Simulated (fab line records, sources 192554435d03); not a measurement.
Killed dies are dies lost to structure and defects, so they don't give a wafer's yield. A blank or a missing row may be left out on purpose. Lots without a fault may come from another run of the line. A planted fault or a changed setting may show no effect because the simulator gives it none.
A struck lot beside a sound one | flow n5_finfet | 26 steps out of a route of 1938
Sound: wafers L983.2, L983.4, L983.5. Struck: wafer L992.6. (L992.1, L992.5 of the same lot were not struck and are left out.) The cause comes at the end.
At each step with rows: each side's tool, then ch and its chambers, then its first start. Under that, the readings that differ: sound wafers | struck wafers | difference of the means | sigmas: that difference in standard deviations of wafers without a fault.
alike: readings whose means differ by less than 2 such deviations, and words and numbers that are the same on both sides. not compared: withheld readings, readings that some wafer has no value for, bounds like >300 that may hide the same value, and numbers for which the record gives no deviation and whose values overlap.
The two part at a step that has a row with sigmas, a row that says differs or no value, or rows on one side only. Numbers that don't overlap but have no deviation are shown without sigmas and don't part them. A reading that every wafer of one side lacks parts them only if that side has two wafers or more.

first, 2 steps without rows for these wafers: N5_BEOL_M10_ECD_50 (material Cu, target thk 318 nm); N5_BEOL_M10_ANNEAL_51 (time 90 s).
N5_BEOL_M10_CMP_52: polishes, stops on SiCOH lowk, t overpolish 7 s, target thk 140 nm.
  sound on cmp-03 ch 2,3, day 12 11:24; struck on cmp-04 ch 0, day 15 02:04
  reading                      | sound          | struck | difference | sigmas
  barrier_field_endpoint_s (s) | 27.9 27.1 27.1 | 29.6   | +2.2       | +3
  time_to_endpoint_s (s)       | 60 55 59       | 67     | +9         | +2
  alike: edge_zone_pressure_frac, head_pressure_psi, motor_current_A, overpolish_run_s, retaining_ring_pressure_frac
N5_BEOL_M10_THK_MEAS_53: measures by xrf.
  sound on film_metro-01, day 12 11:40; struck on film_metro-01, day 15 02:22
  alike: M10_THK
then, 1 step without rows for these wafers: N5_BEOL_M10_PRE_CLEAN_55 (time 15 s).
N5_BEOL_M10_DEP_56: deposits SiCN from 3MS/NH3, target thk 15 nm, time 26.5 s.
  sound on pecvd-04 ch 0,1, day 12 11:43; struck on pecvd-01 ch 0, day 15 02:26
  alike: showerhead_plenum_p_Torr, throttle_valve_pct
N5_BEOL_M10_RS_MEAS_57: measures by four-point-probe.
  sound on film_metro-01, day 12 11:48; struck on film_metro-02, day 15 02:30
  alike: M10_RS
N5_BEOL_M10_INSPECT_58: inspects for defects (darkfield).
  sound on defect_inspect-02, day 12 11:49; struck on defect_inspect-01, day 15 02:32
  alike: raw_defect_count
N5_BEOL_M11_ILD_DEP_00: deposits SiCOH lowk from DEMS/porogen, target thk 308.51 nm, time 58 s.
  sound on pecvd-02 ch 0,1, day 12 11:52; struck on pecvd-02 ch 0, day 15 02:34
  alike: heater_power_w, showerhead_plenum_p_Torr, throttle_valve_pct
N5_BEOL_M11_CURE_71: cures SiCOH lowk, time 240 s.
  sound on uv_cure-01 ch 0, day 12 12:01; struck on uv_cure-02 ch 1, day 15 02:38
  alike: lamp_power_pct, wafer_temp_C_max
N5_BEOL_M11_THK_MEAS_01:
  sound on film_metro-02, day 12 12:27; struck on film_metro-01, day 15 03:09
  reading          | sound       | struck | difference | sigmas
  M11_ILD_THK (nm) | 265 270 266 | 274    | +7         | +2
N5_BEOL_M11_PECVD_70: deposits SiO2 from TEOS/O2, target thk 20 nm, time 22.7 s.
  sound on pecvd-02 ch 0,2, day 12 12:29; struck on pecvd-04 ch 1, day 15 03:11
  reading                         | sound          | struck | difference | sigmas
  showerhead_plenum_p_Torr (Torr) | 8.78 8.79 8.80 | 8.91   | +0.12      | +3
  throttle_valve_pct (%)          | 21.4 21.8 21.2 | 26.1   | +4.6       | +4
  alike: heater_power_w
N5_BEOL_M11_HM_DEP_02: deposits TiN, target thk 20 nm.
  sound on pvd_sputter-03, day 12 13:26; struck on pvd_sputter-03, day 15 03:57
  alike: throttle_valve_pct
then, 8 steps without rows for these wafers: N5_BEOL_M11_COAT_59 (time 60 s, resist thk 100 nm); N5_BEOL_M11_COAT_60 (time 60 s, resist thk 30 nm); N5_BEOL_M11_COAT_05 (resist thk 90 nm); N5_BEOL_M11_EBR_07; N5_BEOL_M11_SOFTBAKE_06 (time 60 s); N5_BEOL_M11_EXPOSE_08 (exposes mask M11); N5_BEOL_M11_PEB_09 (peb time 60 s); N5_BEOL_M11_DEVELOP_10 (develop time 30 s).
N5_BEOL_M11_CD_MEAS_11: target cd 64.1 nm.
  sound on cd_sem-03 ch 0, day 12 13:56; struck on cd_sem-03 ch 0, day 15 04:26
  alike: cd_nm
N5_BEOL_M11_OVL_MEAS_12:
  sound on overlay-02 ch 0, day 12 13:58; struck on overlay-01 ch 0, day 15 04:28
  alike: M11_OVL
N5_BEOL_M11_INSPECT_13: inspects for defects (brightfield).
  sound on defect_inspect-01, day 12 13:59; struck on defect_inspect-01, day 15 04:30
  reading          | sound       | struck | difference | sigmas
  raw_defect_count | 465 402 463 | 1218   | +775       | +8
then, 1 step without rows for these wafers: N5_BEOL_M11_DESCUM_16 (chemistry O2, time 7.9 s).
N5_PASSIVATION_PROBE_49:
  sound on prober-02, day 14 15:57; struck on prober-01, day 17 02:48
  reading                  | sound          | struck | difference | sigmas
  defect_limited_yield (%) | 92.9 92.5 94.6 | 87.4   | -5.9       | -4
  killed_at_M4_up          | 10 18 9        | 69     | +57        | +11
  killed_dies              | 84 89 64       | 149    | +70        | +4
  killed_on_rim            | 14 9 12        | 33     | +21        | +6
  sort_bin_5_function (%)  | 4.0 5.0 3.1    | 7.5    | +3.5       | +4
  sort_n_pass              | 1096 1091 1116 | 1031   | -70        | -4
  sort_yield_pct (%)       | 92.9 92.5 94.6 | 87.4   | -5.9       | -4
  alike: killed_at_M0_to_M3, killed_at_contacts, killed_at_front_end, killed_at_other, killed_open, killed_short, sort_bin_6_memory, sort_bin_8_speed

WHERE THEY PART
First at N5_BEOL_M10_CMP_52; last, within this record, at N5_PASSIVATION_PROBE_49.

WHY: what the simulator had put in
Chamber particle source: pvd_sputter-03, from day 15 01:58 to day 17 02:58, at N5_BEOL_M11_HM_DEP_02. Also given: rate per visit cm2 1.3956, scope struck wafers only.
